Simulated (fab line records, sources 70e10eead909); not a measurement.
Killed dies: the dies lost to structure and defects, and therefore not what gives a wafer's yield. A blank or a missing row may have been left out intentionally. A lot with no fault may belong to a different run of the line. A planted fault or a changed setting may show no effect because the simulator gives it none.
fab line records + flow nandHarc
[record]
- lots = 12
- wafers = 36
- lastDay = 24
route steps=1159 shown A_SGD_CUT@758
lots that met no fault: from a run of the same line without faults
startH: the number of hours between the record's first day and the start of the first shown wafer of the lot + waitH: hours since the lot's step before + " same as the row above + L1.1+2: one row covering several wafers at once + - no value present, or no start provided + * or withheld: withheld + < > ~ a bound
route shown NAME@n: NAME is a module with steps in the file, n the number in the route of the first one + usual: the fault-free wafers' mean and standard deviation + same: alike in all rows + chamber/n: place in a boat + sites: the reading at each site + _std_site: standard deviation of those values + _edge_site: the outer-site mean with the inner-site mean subtracted + radiusMm: for every site, how far away it sits from the centre of the wafer + mask NAME#n: copy n + behind: tool/chamber where the wafer was last shaped + hold: cause of the lot's hold/its duration in hours/its outcome + device: which transistor (n, p or np) failed to switch + end of line: at the end of the route, the tests of the same wafers + step lacking rows: just its recipe + killed: count of dies lost to structure and defects at first sort (not the wafer's yield) + map: a wafer's dies, marking killed ones x, the rest . and places with no die _
set.NAME: the setting as run; set.NAME@STEP: as run at that earlier step + model.NAME: the simulator's own value behind a step, which no gauge read
a sample of lots followed through the steps of the route, with each step as a table and each wafer as a row
services: from which hour (startH, from the record's first day; less than 0 if before it) a tool's chamber was out of use, for how many hours, and why
[[steps]]
[step NHARC_A_SGD_CUT_CD_MEAS_09]
[recipe]
- targetCdNm = 100
- landingEnergyEv = 500
[usual]
- cdNm = 100.2/0.66
| lot.wafer | tool     | chamber | startH | waitH | cdNm  |
|-----------|----------|---------|--------|-------|-------|
| L257.1    | cdSem-03 | 0       | 317.89 | -     | 100.8 |
| L257.2    | "        | 0       | "      | "     | 100.0 |
| L257.3    | "        | 0       | "      | "     | 100.6 |
| L259.2    | cdSem-03 | 0       | 334.58 | -     | 100.0 |
| L259.5    | "        | 0       | "      | "     | 101.0 |
| L259.6    | "        | 0       | "      | "     | 99.8  |
| L262.1    | cdSem-01 | 0       | 338.21 | -     | 100.1 |
| L262.4    | "        | 0       | "      | "     | 99.8  |
| L262.6    | "        | 0       | "      | "     | 101.3 |
| L264.1    | cdSem-02 | 0       | 355.99 | -     | 99.8  |
| L264.2    | "        | 0       | "      | "     | 99.7  |
| L264.5    | "        | 0       | "      | "     | 99.4  |
| L266.1    | cdSem-03 | 0       | 360.58 | -     | 101.8 |
| L266.2    | "        | 0       | "      | "     | 100.7 |
| L266.5    | "        | 0       | "      | "     | 99.8  |
| L265.1    | cdSem-02 | 0       | 361.83 | -     | 99.9  |
| L265.2    | "        | 0       | "      | "     | 100.4 |
| L265.5    | "        | 0       | "      | "     | 99.8  |
| L270.1    | cdSem-03 | 0       | 386.16 | -     | 100.4 |
| L270.3    | "        | 0       | "      | "     | 99.6  |
| L270.5    | "        | 0       | "      | "     | 100.4 |
| L271.1    | cdSem-02 | 0       | 386.31 | -     | 100.8 |
| L271.4    | "        | 0       | "      | "     | 99.8  |
| L271.5    | "        | 0       | "      | "     | 100.3 |
| L269.1    | cdSem-01 | 0       | 398.92 | -     | 99.4  |
| L269.2    | "        | 0       | "      | "     | 100.8 |
| L269.6    | "        | 0       | "      | "     | 100.7 |
| L275.1    | cdSem-02 | 0       | 405.51 | -     | 100.8 |
| L275.2    | "        | 0       | "      | "     | 99.9  |
| L275.6    | "        | 0       | "      | "     | 100.6 |
| L278.3    | cdSem-02 | 0       | 427.40 | -     | 99.0  |
| L278.4    | "        | 0       | "      | "     | 100.2 |
| L278.5    | "        | 0       | "      | "     | 99.6  |
| L277.2    | cdSem-02 | 0       | 427.71 | -     | 100.0 |
| L277.4    | "        | 0       | "      | "     | 100.3 |
| L277.5    | "        | 0       | "      | "     | 100.3 |
[step NHARC_A_SGD_CUT_INSPECT_11]
[usual]
- rawDefectCount = 17/7.9
| lot.wafer | tool             | chamber | startH | waitH | rawDefectCount |
|-----------|------------------|---------|--------|-------|----------------|
| L257.1    | defectInspect-02 | -       | 318.01 | 0.0   | 6              |
| L257.2    | "                | -       | "      | "     | 5              |
| L257.3    | "                | -       | "      | "     | 7              |
| L259.2    | defectInspect-02 | -       | 334.70 | 0.0   | 22             |
| L259.5    | "                | -       | "      | "     | 16             |
| L259.6    | "                | -       | "      | "     | 25             |
| L262.1    | defectInspect-02 | -       | 338.35 | 0.1   | 4              |
| L262.4    | "                | -       | "      | "     | 13             |
| L262.6    | "                | -       | "      | "     | 11             |
| L264.1    | defectInspect-02 | -       | 356.11 | 0.0   | 22             |
| L264.2    | "                | -       | "      | "     | 16             |
| L264.5    | "                | -       | "      | "     | 18             |
| L266.1    | defectInspect-02 | -       | 360.72 | 0.1   | 21             |
| L266.2    | "                | -       | "      | "     | 23             |
| L266.5    | "                | -       | "      | "     | 28             |
| L265.1    | defectInspect-01 | -       | 361.96 | 0.0   | 21             |
| L265.2    | "                | -       | "      | "     | 26             |
| L265.5    | "                | -       | "      | "     | 21             |
| L270.1    | defectInspect-02 | -       | 386.28 | 0.0   | 18             |
| L270.3    | "                | -       | "      | "     | 33             |
| L270.5    | "                | -       | "      | "     | 27             |
| L271.1    | defectInspect-02 | -       | 386.44 | 0.0   | 10             |
| L271.4    | "                | -       | "      | "     | 14             |
| L271.5    | "                | -       | "      | "     | 13             |
| L269.1    | defectInspect-02 | -       | 399.04 | 0.0   | 6              |
| L269.2    | "                | -       | "      | "     | 13             |
| L269.6    | "                | -       | "      | "     | 12             |
| L275.1    | defectInspect-02 | -       | 405.64 | 0.0   | 23             |
| L275.2    | "                | -       | "      | "     | 28             |
| L275.6    | "                | -       | "      | "     | 33             |
| L278.3    | defectInspect-01 | -       | 427.52 | 0.0   | 10             |
| L278.4    | "                | -       | "      | "     | 9              |
| L278.5    | "                | -       | "      | "     | 13             |
| L277.2    | defectInspect-02 | -       | 427.83 | 0.0   | 22             |
| L277.4    | "                | -       | "      | "     | 27             |
| L277.5    | "                | -       | "      | "     | 24             |
[step NHARC_A_SGD_CUT_ETCH_59]
[recipe]
- targetDepthA = 2600
- overEtchFrac = 0.25
- timeS = 406.25
- ionEnergyEv = 200
- n2FlowSccm = 150
- h2FlowSccm = 150
- arFlowSccm = 0
- rfW = 400
- biasW = 150
- chemistry = N2/H2
[usual]
- drypumpMotorCurrentA = 5.71/0.25
- mfcArSccm = 0.008/0.012
- n2FlowSccm = 150.0/0.43
- oesProductAu = 1.002/0.015
- rfVppV = 430.1/2.7
- showerheadPlenumPTorr = 2.02/0.094
- throttleValvePct = 14.171/0.0096
| lot.wafer | tool       | chamber | startH | waitH | drypumpMotorCurrentA | mfcArSccm | n2FlowSccm | oesProductAu | rfHoursCounterH | rfVppV | showerheadPlenumPTorr | throttleValvePct |
|-----------|------------|---------|--------|-------|----------------------|-----------|------------|--------------|-----------------|--------|-----------------------|------------------|
| L257.1    | rieDiel-03 | 0       | -      | -     | 5.41                 | 0         | 150.5      | 0.997        | 9               | 428.3  | 1.97                  | 14.168           |
| L257.3    | "          | 1       | "      | "     | 5.99                 | 0.022     | 149.8      | 0.996        | 9               | 428.7  | 1.97                  | 14.163           |
| L257.2    | "          | 2       | "      | "     | 5.87                 | 0         | 150.2      | 1.004        | 9               | 432.2  | 2.07                  | 14.160           |
| L259.2    | rieDiel-04 | 3       | -      | -     | 5.68                 | 0         | 150.2      | 1.027        | 2               | 434.9  | 2.17                  | 14.183           |
| L259.5    | "          | 0       | "      | "     | 5.66                 | 0         | 149.6      | 1.006        | -               | 433.2  | 2.14                  | 14.178           |
| L259.6    | "          | 1       | "      | "     | 5.71                 | 0.027     | 149.8      | 0.999        | -               | 426.8  | 1.90                  | 14.171           |
| L262.4    | rieDiel-03 | 1       | -      | -     | 5.97                 | 0.022     | 149.9      | 1.006        | 11              | 427.7  | 1.97                  | 14.143           |
| L262.1    | "          | 0       | "      | "     | 5.38                 | 0         | 149.5      | 0.998        | 11              | 427.0  | 1.97                  | 14.171           |
| L262.6    | "          | 2       | "      | "     | 5.87                 | 0         | 150.3      | 1.019        | -               | 431.1  | 2.07                  | 14.161           |
| L264.2    | rieDiel-07 | 0       | -      | -     | 5.83                 | 0.004     | 150.2      | 0.982        | 13              | 425.3  | 1.89                  | 14.175           |
| L264.1    | "          | 3       | "      | "     | 5.52                 | 0         | 149.3      | 1.015        | 9               | 431.7  | 2.03                  | 14.176           |
| L264.5    | "          | 0       | "      | "     | 5.85                 | 0.004     | 149.3      | 0.986        | -               | 427.3  | 1.89                  | 14.159           |
| L266.2    | rieDiel-04 | 2       | -      | -     | 5.25                 | 0         | 149.4      | 1.016        | 4               | 430.2  | 2.02                  | 14.148           |
| L266.1    | "          | 0       | "      | "     | 5.66                 | 0         | 149.7      | 0.999        | 4               | 432.8  | 2.14                  | 14.164           |
| L266.5    | "          | 1       | "      | "     | 5.71                 | 0.027     | 149.9      | 0.986        | -               | 425.3  | 1.90                  | 14.187           |
| L265.1    | rieDiel-07 | 0       | -      | -     | 5.84                 | 0.004     | 150.4      | 0.990        | 13              | 426.0  | 1.89                  | 14.176           |
| L265.2    | "          | 1       | "      | "     | 5.89                 | 0.009     | 150.2      | 0.968        | 14              | 434.2  | 2.15                  | 14.179           |
| L265.5    | "          | 3       | "      | "     | 5.50                 | 0         | 150.2      | 1.002        | -               | 430.9  | 2.03                  | 14.180           |
| L270.3    | rieDiel-07 | 0       | -      | -     | 5.83                 | 0.004     | 149.7      | 0.988        | 15              | 425.9  | 1.89                  | 14.178           |
| L270.1    | "          | 1       | "      | "     | 5.89                 | 0.009     | 150.0      | 0.978        | 15              | 432.8  | 2.15                  | 14.168           |
| L270.5    | "          | 0       | "      | "     | 5.86                 | 0.004     | 149.8      | 0.985        | -               | 426.0  | 1.89                  | 14.178           |
| L271.4    | rieDiel-04 | 1       | -      | -     | 5.70                 | 0.027     | 150.0      | 0.996        | 7               | 427.2  | 1.90                  | 14.173           |
| L271.1    | "          | 3       | "      | "     | 5.71                 | 0         | 149.6      | 1.013        | 7               | 434.1  | 2.17                  | 14.168           |
| L271.5    | "          | 0       | "      | "     | 5.64                 | 0         | 150.0      | 0.994        | -               | 432.1  | 2.13                  | 14.171           |
| L269.1    | rieDiel-04 | 0       | -      | -     | 5.65                 | 0         | 149.7      | 1.003        | 7               | 433.0  | 2.13                  | 14.169           |
| L269.2    | "          | 1       | "      | "     | 5.69                 | 0.027     | 149.8      | 0.996        | 7               | 426.9  | 1.89                  | 14.182           |
| L269.6    | "          | 2       | "      | "     | 5.25                 | 0         | 149.6      | 1.036        | -               | 431.1  | 2.02                  | 14.180           |
| L275.1    | rieDiel-03 | 1       | -      | -     | 5.97                 | 0.022     | 149.6      | 1.001        | 0               | 428.5  | 1.97                  | 14.167           |
| L275.2    | "          | 2       | "      | "     | 5.88                 | 0         | 150.3      | 1.014        | 0               | 432.3  | 2.07                  | 14.181           |
| L275.6    | "          | 2       | "      | "     | 5.86                 | 0         | 149.9      | 1.011        | -               | 432.3  | 2.07                  | 14.168           |
| L278.3    | rieDiel-04 | 2       | -      | -     | 5.26                 | 0         | 150.3      | 1.030        | 10              | 430.0  | 2.02                  | 14.174           |
| L278.4    | "          | 3       | "      | "     | 5.67                 | 0         | 149.8      | 1.009        | 8               | 434.9  | 2.17                  | 14.156           |
| L278.5    | "          | 1       | "      | "     | 5.70                 | 0.027     | 150.5      | 1.001        | -               | 426.7  | 1.89                  | 14.178           |
| L277.4    | rieDiel-03 | 1       | -      | -     | 5.97                 | 0.022     | 150.2      | 1.011        | 3               | 428.1  | 1.97                  | 14.169           |
| L277.2    | "          | 3       | "      | "     | 6.06                 | 0         | 149.9      | 1.005        | 3               | 431.7  | 2.05                  | 14.187           |
| L277.5    | "          | 0       | "      | "     | 5.35                 | 0         | 150.1      | 0.989        | -               | 429.1  | 1.97                  | 14.169           |
[step NHARC_A_SGD_CUT_STRIP_28]
[recipe]
- timeS = 20
- o2FlowSccm = 500
- arFlowSccm = 0
- biasW = 0
- chemistry = O2
[usual]
- biasW = 0/0
- chamberPressureMTorr = 60.01/0.054
- drypumpMotorCurrentA = 5.72/0.26
- mfcArSccm = 0.008/0.011
- oesProductAu = 1.001/0.013
- rfVppV = 57.7/0.91
- showerheadPlenumPTorr = 3.50/0.14
- throttleValvePct = 17.037/0.0083
| lot.wafer | tool       | chamber | startH | waitH | biasW | chamberPressureMTorr | drypumpMotorCurrentA | mfcArSccm | oesProductAu | rfHoursCounterH | rfVppV | showerheadPlenumPTorr | throttleValvePct |
|-----------|------------|---------|--------|-------|-------|----------------------|----------------------|-----------|--------------|-----------------|--------|-----------------------|------------------|
| L257.1    | rieDiel-03 | 0       | 323.66 | -     | 0     | 60.00                | 5.38                 | 0         | 0.997        | 9               | 56.9   | 3.42                  | 17.045           |
| L257.2    | "          | 2       | "      | "     | 0     | 60.05                | 5.90                 | 0         | 1.013        | 9               | 57.8   | 3.58                  | 17.036           |
| L257.3    | "          | 3       | "      | "     | 0     | 59.99                | 6.06                 | 0         | 1.017        | 9               | 58.9   | 3.54                  | 17.045           |
| L262.1    | rieDiel-04 | 0       | 343.06 | -     | 0     | 60.04                | 5.62                 | 0         | 1.001        | 3               | 58.5   | 3.68                  | 17.025           |
| L262.4    | "          | 2       | "      | "     | 0     | 59.94                | 5.27                 | 0         | 1.007        | 2               | 57.6   | 3.49                  | 17.039           |
| L262.6    | "          | 1       | "      | "     | 0     | 60.08                | 5.71                 | 0.027     | 0.994        | -               | 57.4   | 3.30                  | 17.034           |
| L259.2    | rieDiel-07 | 2       | 343.09 | -     | 0     | 60.08                | 6.09                 | 0.032     | 0.981        | 13              | 58.4   | 3.34                  | 17.039           |
| L259.6    | "          | 3       | "      | "     | 0     | 60.08                | 5.54                 | 0         | 1.006        | -               | 58.6   | 3.51                  | 17.034           |
| L259.5    | "          | 0       | "      | "     | 0     | 60.01                | 5.86                 | 0.004     | 0.984        | -               | 56.8   | 3.29                  | 17.043           |
| L264.1    | rieDiel-03 | 3       | 364.12 | -     | 0     | 60.00                | 6.10                 | 0         | 1.000        | 14              | 57.8   | 3.54                  | 17.041           |
| L264.2    | "          | 0       | "      | "     | 0     | 60.09                | 5.39                 | 0         | 0.996        | 14              | 58.0   | 3.42                  | 17.035           |
| L264.5    | "          | 0       | "      | "     | 0     | 59.95                | 5.42                 | 0         | 0.989        | -               | 57.6   | 3.42                  | 17.045           |
| L266.2    | rieDiel-03 | 1       | 366.97 | -     | 0     | 60.05                | 5.98                 | 0.022     | 0.993        | 14              | 58.4   | 3.41                  | 17.031           |
| L266.1    | "          | 2       | "      | "     | 0     | 60.12                | 5.88                 | 0         | 0.994        | 13              | 56.5   | 3.57                  | 17.043           |
| L266.5    | "          | 0       | "      | "     | 0     | 60.01                | 5.39                 | 0         | 0.994        | -               | 56.8   | 3.42                  | 17.042           |
| L265.1    | rieDiel-07 | 2       | 366.98 | -     | 0     | 59.99                | 6.11                 | 0.032     | 0.983        | 15              | 56.9   | 3.34                  | 17.039           |
| L265.2    | "          | 3       | "      | "     | 0     | 59.93                | 5.51                 | 0         | 1.003        | 11              | 56.9   | 3.51                  | 17.027           |
| L265.5    | "          | 0       | "      | "     | 0     | 59.95                | 5.87                 | 0.004     | 0.981        | -               | 56.5   | 3.29                  | 17.022           |
| L271.4    | rieDiel-07 | 2       | 392.65 | -     | -     | -                    | -                    | -         | -            | -               | -      | -                     | -                |
| L271.1    | "          | 1       | "      | "     | -     | -                    | -                    | -         | -            | -               | -      | -                     | -                |
| L271.5    | "          | 3       | "      | "     | -     | -                    | -                    | -         | -            | -               | -      | -                     | -                |
| L270.3    | rieDiel-04 | 2       | 392.67 | 0.1   | -     | -                    | -                    | -         | -            | -               | -      | -                     | -                |
| L270.1    | "          | 0       | "      | "     | -     | -                    | -                    | -         | -            | -               | -      | -                     | -                |
| L270.5    | "          | 2       | "      | "     | -     | -                    | -                    | -         | -            | -               | -      | -                     | -                |
| L269.1    | rieDiel-04 | 2       | 406.05 | -     | 0     | 59.96                | 5.26                 | 0         | 1.031        | 8               | 58.4   | 3.49                  | 17.033           |
| L269.2    | "          | 3       | "      | "     | 0     | 60.01                | 5.68                 | 0         | 1.019        | 7               | 58.7   | 3.74                  | 17.027           |
| L269.6    | "          | 2       | "      | "     | 0     | 60.05                | 5.26                 | 0         | 1.039        | -               | 58.6   | 3.49                  | 17.023           |
| L275.1    | rieDiel-03 | 0       | 413.78 | -     | 0     | 59.99                | 5.37                 | 0         | 0.981        | 1               | 60.1   | 3.42                  | 17.028           |
| L275.2    | "          | 3       | "      | "     | 0     | 60.02                | 6.09                 | 0         | 0.998        | 1               | 57.1   | 3.54                  | 17.045           |
| L275.6    | "          | 1       | "      | "     | 0     | 60.03                | 5.99                 | 0.022     | 1.004        | -               | 58.4   | 3.41                  | 17.035           |
| L277.4    | rieDiel-07 | 0       | 436.22 | -     | 0     | 60.02                | 5.84                 | 0.004     | 0.972        | 3               | 58.3   | 3.28                  | 17.026           |
| L277.2    | "          | 1       | "      | "     | 0     | 60.02                | 5.89                 | 0.009     | 1.007        | 3               | 58.5   | 3.70                  | 17.035           |
| L277.5    | "          | 1       | "      | "     | 0     | 59.98                | 5.87                 | 0.009     | 1.002        | -               | 59.6   | 3.70                  | 17.033           |
| L278.4    | rieDiel-04 | 3       | 436.23 | -     | 0     | 59.97                | 5.68                 | 0         | 1.015        | 9               | 58.1   | 3.73                  | 17.045           |
| L278.3    | "          | 0       | "      | "     | 0     | 60.09                | 5.65                 | 0         | 1.000        | 11              | 58.4   | 3.67                  | 17.037           |
| L278.5    | "          | 1       | "      | "     | 0     | 60.06                | 5.71                 | 0.027     | 0.995        | -               | 56.9   | 3.30                  | 17.039           |
[[services]]
| tool       | chamber | startH | hours | kind   |
|------------|---------|--------|-------|--------|
| rieDiel-04 | 0       | 297.90 | -     | clean  |
| rieDiel-04 | 1       | 297.90 | -     | clean  |
| rieDiel-04 | 2       | 297.90 | -     | clean  |
| rieDiel-04 | 3       | 297.90 | -     | clean  |
| rieDiel-07 | 1       | 303.10 | 12.3  | repair |
| rieDiel-04 | 0       | 322.40 | -     | clean  |
| rieDiel-04 | 1       | 322.40 | -     | clean  |
| rieDiel-04 | 2       | 322.40 | -     | clean  |
| rieDiel-04 | 3       | 322.40 | -     | clean  |
| rieDiel-04 | 0       | 336.17 | 4.6   | repair |
| rieDiel-04 | 0       | 346.90 | -     | clean  |
| rieDiel-04 | 1       | 346.90 | -     | clean  |
| rieDiel-04 | 2       | 346.90 | -     | clean  |
| rieDiel-04 | 3       | 346.90 | -     | clean  |
| rieDiel-04 | -       | 350.57 | 0.4   | repair |
| rieDiel-04 | -       | 357.65 | 0.2   | repair |
| rieDiel-04 | 0       | 371.40 | -     | clean  |
| rieDiel-04 | 1       | 371.40 | -     | clean  |
| rieDiel-04 | 2       | 371.40 | -     | clean  |
| rieDiel-04 | 3       | 371.40 | -     | clean  |
| rieDiel-04 | 3       | 392.19 | 13.0  | repair |
| rieDiel-03 | -       | 392.37 | 9.0   | pm     |
| rieDiel-04 | 0       | 395.90 | -     | clean  |
| rieDiel-07 | -       | 405.20 | 9.0   | pm     |
[[key]]
[firstSign]
- step = NHARC_A_SGD_CUT_STRIP_28
- reading = toolRecord
- direction = missing
effect none on later readings
metAt NHARC_A_SGD_CUT_STRIP_28
struckLots L270,L271
testerLeftOut L270,L271
notActingAt NHARC_A_SGD_CUT_CD_MEAS_09,NHARC_A_SGD_CUT_INSPECT_11,NHARC_A_SGD_CUT_ETCH_59
onsetBetween 366.98 392.65
[fault]
- kind = skippedStepWhole
- tool = rieDiel-04,rieDiel-07
- chamber = -
- onsetH = 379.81
- steps = NHARC_A_SGD_CUT_STRIP_28
- scope = struckLotsOnly
// testerLeftOut: of these lots the tester's yield and bins aren't shown, on N5 and GAA mostly nor the transistor test; their killed dies are dies lost to structure and defects alone, not to doping, threshold or leakage, so they don't give the yield
